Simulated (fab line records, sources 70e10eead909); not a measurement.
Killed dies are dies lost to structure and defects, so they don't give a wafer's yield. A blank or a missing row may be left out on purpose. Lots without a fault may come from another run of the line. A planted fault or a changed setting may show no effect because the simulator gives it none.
A struck lot beside a sound one | flow nand_harc | 15 steps out of a route of 1159
Sound: wafers L602.3, L602.4, L602.5. Struck: wafer L594.5. (L594.4, L594.6 of the same lot were not struck and are left out.) The cause comes at the end.
At each step with rows: each side's tool, then ch and its chambers, then its first start. Under that, the readings that differ: sound wafers | struck wafers | difference of the means | sigmas: that difference in standard deviations of wafers without a fault.
alike: readings whose means differ by less than 2 such deviations, and words and numbers that are the same on both sides. not compared: withheld readings, readings that some wafer has no value for, bounds like >300 that may hide the same value, and numbers for which the record gives no deviation and whose values overlap.
The two part at a step that has a row with sigmas, a row that says differs or no value, or rows on one side only. Numbers that don't overlap but have no deviation are shown without sigmas and don't part them. A reading that every wafer of one side lacks parts them only if that side has two wafers or more.

first, 1 step without rows for these wafers: NHARC_A_ONON_D1_DEP_09 (target thk 1000 nm).
NHARC_A_ONON_D1_THK_MEAS_11: measures by ellipsometry.
  sound on film_metro-02, day 12 04:08; struck on film_metro-01, day 9 10:49
  alike: thk_nm
then, 1 step without rows for these wafers: NHARC_A_ONON_D1_DEP_12 (target thk 1000 nm).
NHARC_A_ONON_D1_THK_MEAS_14: measures by ellipsometry.
  sound on film_metro-02, day 12 04:42; struck on film_metro-01, day 9 11:41
  reading     | sound          | struck | difference | sigmas
  thk_nm (nm) | 1025 1026 1024 | 1001   | -24        | -2
then, 2 steps without rows for these wafers: NHARC_A_ONON_D1_ANNEAL_15 (time 3600 s); NHARC_A_ONON_D1_DEP_16 (target thk 1000 nm).
NHARC_A_ONON_D1_THK_MEAS_18: measures by ellipsometry.
  sound on film_metro-02, day 12 11:44; struck on film_metro-01, day 9 18:46
  alike: thk_nm
then, 1 step without rows for these wafers: NHARC_A_ONON_D1_DEP_19 (target thk 1000 nm).
NHARC_A_ONON_D1_THK_MEAS_21: measures by ellipsometry.
  sound on film_metro-02, day 12 12:19; struck on film_metro-01, day 9 19:20
  alike: thk_nm
then, 1 step without rows for these wafers: NHARC_A_ONON_D1_DEP_22 (target thk 1000 nm).
NHARC_A_ONON_D1_THK_MEAS_24: measures by ellipsometry.
  sound on film_metro-01, day 12 12:53; struck on film_metro-02, day 9 19:54
  alike: thk_nm
NHARC_A_ONON_D1_DEP_25: target thk 1000 nm.
  sound on pecvd_onon-01 ch 0, day 12 13:03; struck on pecvd_onon-02 ch 0, day 9 20:08
NHARC_A_ONON_D1_THK_MEAS_27: measures by ellipsometry.
  sound on film_metro-01, day 12 13:27; struck on film_metro-02, day 9 20:28
  reading     | sound          | struck | difference | sigmas
  thk_nm (nm) | 1010 1011 1008 | 496    | -514       | -61
then, 1 step without rows for these wafers: NHARC_A_ONON_D1_DEP_28 (target thk 1000 nm).
-- the record jumps here: 11 days lie between the struck wafers' starts before and after (it left off in module A_ONON_D1 and takes up again in module END, whose first step shown is number 1159 of the route) --
NHARC_END_SORT_01:
  the record has rows for the struck wafers here (prober-01 ch 0, day 21 03:13) and none for the sound ones

WHERE THEY PART
First at NHARC_A_ONON_D1_THK_MEAS_14; last, within this record, at NHARC_END_SORT_01.

WHY: what the simulator had put in
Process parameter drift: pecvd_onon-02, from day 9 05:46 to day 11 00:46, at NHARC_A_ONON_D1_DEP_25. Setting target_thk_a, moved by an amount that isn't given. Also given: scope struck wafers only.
